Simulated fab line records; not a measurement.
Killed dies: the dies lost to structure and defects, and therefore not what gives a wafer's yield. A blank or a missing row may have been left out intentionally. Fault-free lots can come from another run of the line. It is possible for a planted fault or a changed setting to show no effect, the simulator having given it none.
What tool caused it? | flow nand-harc | 36 wafers from 12 lots sampled at 6 of the route's 1302 steps

WHAT EACH GAUGE READ, for each wafer
NHARC_A_M1_INSPECT_11. Usual: raw-defect-count reads 91 (standard deviation 39).
lot  | measured     | on                | raw-defect-count | flag
L120 | day 23 12:37 | defect-inspect-02 | 92 100 105       |
L119 | day 23 16:44 | defect-inspect-02 | 52 67 59         |
L121 | day 24 04:07 | defect-inspect-02 | 61 379 69        |
L122 | day 24 10:55 | defect-inspect-02 | 58 62 58         |
L127 | day 26 09:26 | defect-inspect-01 | 115 138 151      |
L130 | day 28 05:32 | defect-inspect-01 | 19 30 21         |
L134 | day 29 18:29 | defect-inspect-01 | 35 18 21         |
L136 | day 30 17:09 | defect-inspect-02 | 97 92 110        |
L135 | day 30 18:53 | defect-inspect-02 | 93 90 73         |
L139 | day 31 16:43 | defect-inspect-01 | 96 82 72         |
L140 | day 32 08:07 | defect-inspect-01 | 134 146 150      |
L141 | day 33 07:40 | defect-inspect-02 | 136 149 144      |

NHARC_END_SORT_01. Usual: defect-limited-yield 90 %, standard deviation 3.1; killed-at-array 61, standard deviation 20; killed-at-other 0.9, standard deviation 1.1; killed-at-periphery 3.7, standard deviation 2.5; killed-dies 65, standard deviation 21; killed-open 3.3, standard deviation 1.8; killed-short 2.3, standard deviation 1.5.
lot  | measured     | on        | defect-limited-yield (%) | killed-at-array | killed-at-other | killed-at-periphery | killed-dies | killed-open | killed-short | flag
L121 | day 25 15:22 | prober-01 | 93 87 93                 | 44 82 42        | 1 0 0           | 1 9 5               | 46 91 47    | 1 4 2       | 3 3 1        |
L127 | day 27 20:07 | prober-02 | 89 88 85                 | 73 78 99        | 0 0 0           | 1 2 5               | 74 80 104   | 1 3 7       | 1 3 4        |
L134 | day 31 08:02 | prober-02 | 95 96 96                 | 27 19 20        | 3 3 2           | 7 5 6               | 37 27 28    | 5 2 3       | 0 3 2        |

WHAT TOOL EACH LOT RAN ON (gives the tool, then ch and the chambers of the sampled wafers, and finally the start)
lot  | NHARC_A_M0_PVD_21                       | NHARC_A_M0_DEP_32               | NHARC_A_M1_STRIP_18                | NHARC_A_M1_PVD_20
L120 | pvd-sputter-03, day 23 11:27 or earlier | pecvd-01 ch 0,2, day 23 11:27   | rie-diel-04 ch 0,1,3, day 23 13:07 | pvd-sputter-03, no start
L119 | pvd-sputter-01, day 23 15:23 or earlier | pecvd-01 ch 0,1,2, day 23 15:23 | rie-diel-04 ch 0,2, day 23 17:14   | pvd-sputter-02, no start
L121 | pvd-sputter-02, day 24 02:50 or earlier | pecvd-01 ch 0,1,2, day 24 02:50 | rie-diel-03 ch 0,1,3, day 24 04:36 | pvd-sputter-01, day 25 15:22 or earlier
L122 | pvd-sputter-01, day 24 09:33 or earlier | pecvd-03 ch 0,2, day 24 09:33   | rie-diel-04 ch 2,3, day 24 11:26   | pvd-sputter-01, no start
L127 | pvd-sputter-03, day 26 08:01 or earlier | pecvd-03 ch 1,2, day 26 08:01   | rie-diel-04 ch 0,1,3, day 26 09:53 | pvd-sputter-01, day 27 20:07 or earlier
L130 | pvd-sputter-02, day 28 04:10 or earlier | pecvd-01 ch 0,2, day 28 04:10   | rie-diel-02 ch 0,3, day 28 06:00   | pvd-sputter-01, no start
L134 | pvd-sputter-02, day 29 17:07 or earlier | pecvd-02 ch 0,1, day 29 17:07   | rie-diel-02 ch 1,2, day 29 19:00   | pvd-sputter-03, day 31 08:02 or earlier
L136 | pvd-sputter-01, day 30 15:46 or earlier | pecvd-02 ch 0,1, day 30 15:46   | rie-diel-02 ch 0,1,3, day 30 17:35 | pvd-sputter-02, no start
L135 | pvd-sputter-02, day 30 17:31 or earlier | pecvd-01 ch 0,1,2, day 30 17:31 | rie-diel-02 ch 1,2, day 30 19:22   | pvd-sputter-01, no start
L139 | pvd-sputter-02, day 31 15:27 or earlier | pecvd-01 ch 0,2, day 31 15:27   | rie-diel-03 ch 1,2, day 31 17:10   | pvd-sputter-02, no start
L140 | pvd-sputter-01, day 32 06:36 or earlier | pecvd-03 ch 0,1, day 32 06:36   | rie-diel-03 ch 0,1, day 32 08:33   | pvd-sputter-02, no start
L141 | pvd-sputter-02, day 33 06:19 or earlier | pecvd-03 ch 1,2, day 33 06:19   | rie-diel-03 ch 0,3, day 33 08:06   | pvd-sputter-02, no start
- NHARC_A_M0_PVD_21: deposits Cu, target thk 30 nm, time 20.49 s.
- NHARC_A_M0_DEP_32: deposits SiCN, target thk 30 nm.
- NHARC_A_M1_STRIP_18: strips in N2/H2.
- NHARC_A_M1_PVD_20: deposits TaN, target thk 5 nm, time 8.06 s.

AS READ BY THE TOOLS THEMSELVES (means over the sampled wafers that have a number; for cases with no such wafer, the mark the record gives instead)
NHARC_A_M0_PVD_21. Usual: throttle-valve-pct reads 30.8 % (standard deviation 1.3).
lot  | tool           | throttle-valve-pct (%) | flag
L120 | pvd-sputter-03 | 29.7                   |
L119 | pvd-sputter-01 | 30.6                   |
L121 | pvd-sputter-02 | 30.8                   |
L122 | pvd-sputter-01 | 30.6                   |
L127 | pvd-sputter-03 | 29.5                   |
L130 | pvd-sputter-02 | 32.2                   |
L134 | pvd-sputter-02 | 30.8                   |
L136 | pvd-sputter-01 | 30.7                   |
L135 | pvd-sputter-02 | 31.0                   |
L139 | pvd-sputter-02 | 32.0                   |
L140 | pvd-sputter-01 | 31.0                   |
L141 | pvd-sputter-02 | 31.9                   |

NHARC_A_M0_DEP_32. Usual: heater-power-w reads 572 W (standard deviation 78).
lot  | tool     | heater-power-w (W) | flag
L120 | pecvd-01 | 556                |
L119 | pecvd-01 | 562                |
L121 | pecvd-01 | 562                |
L122 | pecvd-03 | 648                |
L127 | pecvd-03 | 577                |
L130 | pecvd-01 | 583                |
L134 | pecvd-02 | 654                |
L136 | pecvd-02 | 666                |
L135 | pecvd-01 | 612                |
L139 | pecvd-01 | 563                |
L140 | pecvd-03 | 531                |
L141 | pecvd-03 | 633                |

NHARC_A_M1_STRIP_18. Usual: drypump-motor-current-A 6.0 A, standard deviation 0.59; h2-flow-sccm 150.0 sccm, standard deviation 0.41; oes-product-au 0.999 a.u., standard deviation 0.01; rf-vpp-V 90.5 V, standard deviation 1.1; showerhead-plenum-p-Torr 2.04 Torr, standard deviation 0.093; throttle-valve-pct 14.172 %, standard deviation 0.0089.
lot  | tool        | drypump-motor-current-A (A) | h2-flow-sccm (sccm) | oes-product-au (a.u.) | rf-vpp-V (V) | showerhead-plenum-p-Torr (Torr) | throttle-valve-pct (%) | flag
L120 | rie-diel-04 | 6.2                         | 149.8               | 1.000                 | 90.7         | 2.06                            | 14.170                 |
L119 | rie-diel-04 | 6.6                         | 150.3               | 1.003                 | 89.8         | 2.03                            | 14.169                 |
L121 | rie-diel-03 | 6.0                         | 149.4               | 1.005                 | 91.0         | 2.05                            | 14.168                 |
L122 | rie-diel-04 | 6.3                         | 150.3               | 0.999                 | 89.8         | 1.99                            | 14.169                 |
L127 | rie-diel-04 | 6.2                         | 150.1               | 0.989                 | 89.6         | 2.06                            | 14.175                 |
L130 | rie-diel-02 | 5.2                         | 150.5               | 1.004                 | 90.7         | 2.09                            | 14.180                 |
L134 | rie-diel-02 | 6.1                         | 149.8               | 1.010                 | 91.2         | 2.07                            | 14.167                 |
L136 | rie-diel-02 | 5.7                         | 149.7               | 1.007                 | 89.6         | 2.07                            | 14.175                 |
L135 | rie-diel-02 | 6.1                         | 150.1               | 1.008                 | 90.6         | 2.00                            | 14.170                 |
L139 | rie-diel-03 | 5.6                         | 150.0               | 0.993                 | 90.4         | 1.99                            | 14.171                 |
L140 | rie-diel-03 | 6.0                         | 149.9               | 0.993                 | 89.6         | 1.97                            | 14.173                 |
L141 | rie-diel-03 | 5.9                         | 150.5               | 1.001                 | 91.5         | 2.11                            | 14.169                 |

NHARC_A_M1_PVD_20. Usual: bias-v 168.6 V, standard deviation 1.5; throttle-valve-pct 30.7 %, standard deviation 1.1.
lot  | tool           | bias-v (V) | throttle-valve-pct (%) | flag
L120 | pvd-sputter-03 | 168.5      | 29.7                   |
L119 | pvd-sputter-02 | 167.6      | 30.0                   |
L121 | pvd-sputter-01 | 169.1      | 30.6                   |
L122 | pvd-sputter-01 | 169.1      | 30.8                   |
L127 | pvd-sputter-01 | 168.3      | 30.9                   |
L130 | pvd-sputter-01 | 168.0      | 30.2                   |
L134 | pvd-sputter-03 | 171.4      | 29.9                   |
L136 | pvd-sputter-02 | 167.7      | 30.9                   |
L135 | pvd-sputter-01 | 167.4      | 31.2                   |
L139 | pvd-sputter-02 | 168.8      | 31.1                   |
L140 | pvd-sputter-02 | 168.5      | 31.0                   |
L141 | pvd-sputter-02 | 169.5      | 31.9                   |

THE ANSWER, worked out from the rows above alone
Rule: lot off if the mean of its wafers having a number is beyond 3 standard deviations from the usual mean. Also off: a lot with no number at a reading for which 4 or more lots have one. Any other lot the step has rows for is counted as sound. After the gauges, taken in route order, come the tools' own readings; for these a lot's mean is taken, as printed above. At the first step where some lot is off, the reading lying furthest off is the one used; lots without a number count as furthest.
Nothing can be told from this: no lot is off at any reading shown.

WHAT WAS PUT IN BY THE SIMULATOR
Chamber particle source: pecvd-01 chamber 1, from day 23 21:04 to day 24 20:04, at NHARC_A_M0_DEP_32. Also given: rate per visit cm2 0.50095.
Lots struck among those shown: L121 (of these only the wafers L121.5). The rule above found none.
